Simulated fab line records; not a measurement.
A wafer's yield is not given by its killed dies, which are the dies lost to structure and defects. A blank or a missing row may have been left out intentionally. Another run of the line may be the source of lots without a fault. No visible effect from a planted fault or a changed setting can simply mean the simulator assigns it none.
Which tool is to blame? :: flow nand harc :: 11 lots with 33 wafers sampled at 6 steps, on a route of 1159 steps

WHAT THE GAUGES READ, wafer by wafer
NHARC_HYBRID_BOND_INSPECT_06: inspects for defects (ir void).
lot: L750
measured: day 18 16:14
on: defect inspect-02
raw defect count: 32 30 36

lot: L751
measured: day 19 03:12
on: defect inspect-02
raw defect count: 26 30 23

lot: L752
measured: day 19 03:12
on: defect inspect-01
raw defect count: 22 19 23

lot: L755
measured: day 19 18:32
on: defect inspect-02
raw defect count: 16 27 28

lot: L756
measured: day 20 07:46
on: defect inspect-01
raw defect count: 32 42 18

lot: L760
measured: day 20 17:39
on: defect inspect-01
raw defect count: 47 27 22

lot: L758
measured: day 21 03:35
on: defect inspect-02
raw defect count: 32 25 29

lot: L761
measured: day 21 14:44
on: defect inspect-02
raw defect count: 25 30 30

lot: L769
measured: day 23 18:49
on: defect inspect-02
raw defect count: 24 19 19

lot: L771
measured: day 23 18:51
on: defect inspect-01
raw defect count: 26 27 26

lot: L770
measured: day 24 02:39
on: defect inspect-02
raw defect count: 49 32 37

NHARC_THIN_TSV_INSPECT_40.
lot: L750
measured: day 19 09:32
on: defect inspect-02
raw defect count: 427 358 425

lot: L751
measured: day 19 19:35
on: defect inspect-01
raw defect count: 382 454 442

lot: L752
measured: day 19 19:34
on: defect inspect-01
raw defect count: 507 442 421

lot: L755
measured: day 20 11:34
on: defect inspect-02
raw defect count: 446 457 396

lot: L756
measured: day 20 22:18
on: defect inspect-02
raw defect count: 548 424 396

lot: L760
measured: day 21 08:16
on: defect inspect-01
raw defect count: 6334 6402 6353

lot: L758
measured: day 21 18:46
on: defect inspect-02
raw defect count: 6368 6457 6429

lot: L761
measured: day 22 06:59
on: defect inspect-02
raw defect count: 6215 6530 6381

lot: L769
measured: day 24 09:14
on: defect inspect-01
raw defect count: 329 453 559

lot: L771
measured: day 24 09:14
on: defect inspect-02
raw defect count: 426 471 403

lot: L770
measured: day 24 20:42
on: defect inspect-02
raw defect count: 451 620 471

NHARC_END_SORT_01.
lot: L760
measured: day 21 11:22
on: prober-02
defect limited yield (%): 0 0 0
killed at array: 39 25 22
killed at other: 637 650 655
killed at periphery: 1 2 0
killed dies: 677 677 677
killed open: 4 3 2
killed short: 0 2 1
sort_bin_2_pct (%): 1.9 2.1 0.6
sort_bin_3_pct (%): 94.39 96.31 97.05
sort_bin_4_pct (%): 3.7 1.6 2.4
sort n pass: 0 0 0
sort rim yield pct (%): 0 0 0
sort yield pct (%): 0 0 0

lot: L758
measured: day 21 21:46
on: prober-01
defect limited yield (%): 0 0 0
killed at array: 29 21 25
killed at other: 645 654 649
killed at periphery: 3 2 3
killed dies: 677 677 677
killed open: 3 2 2
killed short: 3 1 3
sort_bin_2_pct (%): 1.6 1.0 1.8
sort_bin_3_pct (%): 95.13 96.90 96.31
sort_bin_4_pct (%): 3.2 2.1 1.9
sort n pass: 0 0 0
sort rim yield pct (%): 0 0 0
sort yield pct (%): 0 0 0

lot: L761
measured: day 22 10:04
on: prober-02
defect limited yield (%): 0 0 0
killed at array: 22 21 20
killed at other: 651 654 654
killed at periphery: 4 2 3
killed dies: 677 677 677
killed open: 3 2 3
killed short: 4 0 2
sort_bin_2_pct (%): 0.9 1.6 1.3
sort_bin_3_pct (%): 96.16 96.60 96.60
sort_bin_4_pct (%): 3.0 1.8 2.1
sort n pass: 0 0 0
sort rim yield pct (%): 0 0 0
sort yield pct (%): 0 0 0

WHICH TOOL RAN EACH LOT (tool, then ch and the chambers of the sampled wafers, then the start)
lot: L750
NHARC_A_BONDPAD_DESCUM_11: rie diel-05 ch 0,2,3, day 18 03:25
NHARC_A_BONDPAD_ETCH_34: rie diel-05 ch 0,1,3, day 18 03:29
NHARC_THIN_TSV_CMP_21: cmp-02 ch 0,2, day 18 23:17

lot: L751
NHARC_A_BONDPAD_DESCUM_11: rie diel-05 ch 0,1,3, day 18 11:15
NHARC_A_BONDPAD_ETCH_34: rie diel-05 ch 0,1,3, day 18 11:22
NHARC_THIN_TSV_CMP_21: cmp-01 ch 1,3, day 19 10:06

lot: L752
NHARC_A_BONDPAD_DESCUM_11: rie diel-02 ch 1,2,3, day 18 11:31
NHARC_A_BONDPAD_ETCH_34: rie diel-02 ch 0,1, day 18 11:37
NHARC_THIN_TSV_CMP_21: cmp-01 ch 0,3, day 19 11:24

lot: L755
NHARC_A_BONDPAD_DESCUM_11: rie diel-05 ch 2,3, day 19 04:03
NHARC_A_BONDPAD_ETCH_34: rie diel-05 ch 0,1, day 19 04:08
NHARC_THIN_TSV_CMP_21: cmp-03 ch 1,2, day 20 03:16

lot: L756
NHARC_A_BONDPAD_DESCUM_11: rie diel-05 ch 1,3, day 19 16:43
NHARC_A_BONDPAD_ETCH_34: rie diel-05 ch 1,2, day 19 16:47
NHARC_THIN_TSV_CMP_21: cmp-03 ch 0,2,3, day 20 16:07

lot: L760
NHARC_A_BONDPAD_DESCUM_11: rie diel-05 ch 0,2, day 20 03:40
NHARC_A_BONDPAD_ETCH_34: rie diel-05 ch 0,1,3, day 20 03:44
NHARC_THIN_TSV_CMP_21: cmp-01 ch 1,2,3, day 21 02:13

lot: L758
NHARC_A_BONDPAD_DESCUM_11: rie diel-05 ch 0,2,3, day 20 14:04
NHARC_A_BONDPAD_ETCH_34: rie diel-05 ch 0,2,3, day 20 14:08
NHARC_THIN_TSV_CMP_21: cmp-03 ch 1,2,3, day 21 10:37

lot: L761
NHARC_A_BONDPAD_DESCUM_11: rie diel-05 ch 1,2, day 21 04:57
NHARC_A_BONDPAD_ETCH_34: rie diel-05 ch 0,2,3, day 21 05:02
NHARC_THIN_TSV_CMP_21: cmp-01 ch 1,2, day 21 21:57

lot: L769
NHARC_A_BONDPAD_DESCUM_11: rie diel-09 ch 0,1,2, day 23 02:49
NHARC_A_BONDPAD_ETCH_34: rie diel-09 ch 0,1, day 23 02:54
NHARC_THIN_TSV_CMP_21: cmp-03 ch 0,2,3, day 24 01:51

lot: L771
NHARC_A_BONDPAD_DESCUM_11: rie diel-05 ch 1,2, day 23 09:49
NHARC_A_BONDPAD_ETCH_34: rie diel-05 ch 1,2,3, day 23 09:55
NHARC_THIN_TSV_CMP_21: cmp-02 ch 2,3, day 24 03:20

lot: L770
NHARC_A_BONDPAD_DESCUM_11: rie diel-05 ch 0,1,3, day 23 10:08
NHARC_A_BONDPAD_ETCH_34: rie diel-05 ch 0,1,3, day 23 10:20
NHARC_THIN_TSV_CMP_21: cmp-03 ch 0,1,3, day 24 12:56
- NHARC_A_BONDPAD_DESCUM_11: chemistry O2, time 3 s.
- NHARC_A_BONDPAD_ETCH_34: etches the open film in N2/H2, target depth 60 nm, overetch 18 nm, time 65.91 s.
- NHARC_THIN_TSV_CMP_21: polishes, t overpolish 30 s, target thk 2000 nm.

WHAT THE TOOLS THEMSELVES READ (means of the sampled wafers that have a number; where no wafer has one, the mark that the record gives instead)
NHARC_A_BONDPAD_DESCUM_11.
lot: L750
tool: rie diel-05
drypump motor current A (A): 5.6
oes product au (a.u.): 0.996
rf vpp V (V): 58.0
showerhead plenum p Torr (Torr): 1.93
throttle valve pct (%): 11.306

lot: L751
tool: rie diel-05
drypump motor current A (A): 5.9
oes product au (a.u.): 1.003
rf vpp V (V): 58.0
showerhead plenum p Torr (Torr): 1.95
throttle valve pct (%): 11.321

lot: L752
tool: rie diel-02
drypump motor current A (A): 6.3
oes product au (a.u.): 0.997
rf vpp V (V): 57.5
showerhead plenum p Torr (Torr): 1.99
throttle valve pct (%): 11.316

lot: L755
tool: rie diel-05
drypump motor current A (A): 5.6
oes product au (a.u.): 1.002
rf vpp V (V): 56.6
showerhead plenum p Torr (Torr): 1.87
throttle valve pct (%): 11.309

lot: L756
tool: rie diel-05
drypump motor current A (A): 5.9
oes product au (a.u.): 1.000
rf vpp V (V): 57.4
showerhead plenum p Torr (Torr): 1.89
throttle valve pct (%): 11.314

lot: L760
tool: rie diel-05
drypump motor current A (A): 5.5
oes product au (a.u.): 1.003
rf vpp V (V): 58.4
showerhead plenum p Torr (Torr): 1.94
throttle valve pct (%): 11.318

lot: L758
tool: rie diel-05
drypump motor current A (A): 5.6
oes product au (a.u.): 1.001
rf vpp V (V): 57.9
showerhead plenum p Torr (Torr): 1.93
throttle valve pct (%): 11.314

lot: L761
tool: rie diel-05
drypump motor current A (A): 5.6
oes product au (a.u.): 1.011
rf vpp V (V): 57.1
showerhead plenum p Torr (Torr): 1.90
throttle valve pct (%): 11.318

lot: L769
tool: rie diel-09
drypump motor current A (A): 5.9
oes product au (a.u.): 1.002
rf vpp V (V): 57.9
showerhead plenum p Torr (Torr): 1.97
throttle valve pct (%): 11.316

lot: L771
tool: rie diel-05
drypump motor current A (A): 5.9
oes product au (a.u.): 0.995
rf vpp V (V): 59.0
showerhead plenum p Torr (Torr): 1.91
throttle valve pct (%): 11.315

lot: L770
tool: rie diel-05
drypump motor current A (A): 6.0
oes product au (a.u.): 1.000
rf vpp V (V): 57.9
showerhead plenum p Torr (Torr): 1.94
throttle valve pct (%): 11.306

NHARC_A_BONDPAD_ETCH_34.
lot: L750
tool: rie diel-05
drypump motor current A (A): 5.9
oes product au (a.u.): 0.998
rf vpp V (V): 431.2
showerhead plenum p Torr (Torr): 2.07
throttle valve pct (%): 14.170

lot: L751
tool: rie diel-05
drypump motor current A (A): 5.9
oes product au (a.u.): 0.996
rf vpp V (V): 431.7
showerhead plenum p Torr (Torr): 2.07
throttle valve pct (%): 14.177

lot: L752
tool: rie diel-02
drypump motor current A (A): 6.4
oes product au (a.u.): 0.994
rf vpp V (V): 433.7
showerhead plenum p Torr (Torr): 2.15
throttle valve pct (%): 14.164

lot: L755
tool: rie diel-05
drypump motor current A (A): 6.0
oes product au (a.u.): 1.007
rf vpp V (V): 430.9
showerhead plenum p Torr (Torr): 2.09
throttle valve pct (%): 14.168

lot: L756
tool: rie diel-05
drypump motor current A (A): 5.9
oes product au (a.u.): 1.010
rf vpp V (V): 430.8
showerhead plenum p Torr (Torr): 2.03
throttle valve pct (%): 14.173

lot: L760
tool: rie diel-05
drypump motor current A (A): 5.9
oes product au (a.u.): 0.998
rf vpp V (V): 431.5
showerhead plenum p Torr (Torr): 2.07
throttle valve pct (%): 14.173

lot: L758
tool: rie diel-05
drypump motor current A (A): 5.6
oes product au (a.u.): 1.004
rf vpp V (V): 430.3
showerhead plenum p Torr (Torr): 2.06
throttle valve pct (%): 14.164

lot: L761
tool: rie diel-05
drypump motor current A (A): 5.6
oes product au (a.u.): 1.001
rf vpp V (V): 431.7
showerhead plenum p Torr (Torr): 2.06
throttle valve pct (%): 14.168

lot: L769
tool: rie diel-09
drypump motor current A (A): 6.0
oes product au (a.u.): 0.999
rf vpp V (V): 430.6
showerhead plenum p Torr (Torr): 2.09
throttle valve pct (%): 14.170

lot: L771
tool: rie diel-05
drypump motor current A (A): 5.8
oes product au (a.u.): 0.993
rf vpp V (V): 430.5
showerhead plenum p Torr (Torr): 2.01
throttle valve pct (%): 14.175

lot: L770
tool: rie diel-05
drypump motor current A (A): 5.9
oes product au (a.u.): 0.995
rf vpp V (V): 431.7
showerhead plenum p Torr (Torr): 2.07
throttle valve pct (%): 14.181

NHARC_THIN_TSV_CMP_21.
lot: L750
tool: cmp-02
edge zone pressure frac: 1.002
motor current A (A): 11.4
overpolish run s (s): 29.996

lot: L751
tool: cmp-01
edge zone pressure frac: 0.999
motor current A (A): 10.8
overpolish run s (s): 30.008

lot: L752
tool: cmp-01
edge zone pressure frac: 1.002
motor current A (A): 11.0
overpolish run s (s): 30.013

lot: L755
tool: cmp-03
edge zone pressure frac: 0.998
motor current A (A): 13.8
overpolish run s (s): 30.001

lot: L756
tool: cmp-03
edge zone pressure frac: 0.999
motor current A (A): 13.5
overpolish run s (s): 29.991

lot: L760
tool: cmp-01
edge zone pressure frac: -
motor current A (A): -
overpolish run s (s): -

lot: L758
tool: cmp-03
edge zone pressure frac: -
motor current A (A): -
overpolish run s (s): -

lot: L761
tool: cmp-01
edge zone pressure frac: -
motor current A (A): -
overpolish run s (s): -

lot: L769
tool: cmp-03
edge zone pressure frac: 1.006
motor current A (A): 12.8
overpolish run s (s): 29.995

lot: L771
tool: cmp-02
edge zone pressure frac: 1.002
motor current A (A): 12.5
overpolish run s (s): 30.000

lot: L770
tool: cmp-03
edge zone pressure frac: 0.999
motor current A (A): 13.3
overpolish run s (s): 30.001

THE ANSWER, worked out from the rows above alone
Rule: what is usual is taken from the lots themselves. Put in order of their means at a reading, lots are off if they are a third of the lots or fewer, leave a main group of 4 or more, and stand apart from it by a gap of 3 or more times the standard deviation of the main group's means; of several such gaps the widest counts. A main group is skipped when, at the precision printed for the reading in the tables above, its means are all equal. A lot without any number at a reading at which 4 lots or more have one is off too. Where the step has rows for the other lots, those lots are counted as sound. First the gauges in route order, then the tools' own readings, where a lot's mean is used as printed above. At the first step where some lot is off, the reading lying furthest off is the one used; lots without a number count as furthest.
Off: L760, L758, L761 (NHARC_THIN_TSV_INSPECT_40, raw defect count). The main group has a mean of 446 with a standard deviation of 30.
A tool fits if, at a process step before that reading, it ran every lot that is off, and no sound lot after the first of them. Not tried: the gauges at NHARC_THIN_TSV_INSPECT_40; whatever is off there is also off at NHARC_THIN_TSV_CMP_21, on other tools, and gauge error can't account for it. None of those tried fits.

WHAT THE SIMULATOR HAD PUT IN
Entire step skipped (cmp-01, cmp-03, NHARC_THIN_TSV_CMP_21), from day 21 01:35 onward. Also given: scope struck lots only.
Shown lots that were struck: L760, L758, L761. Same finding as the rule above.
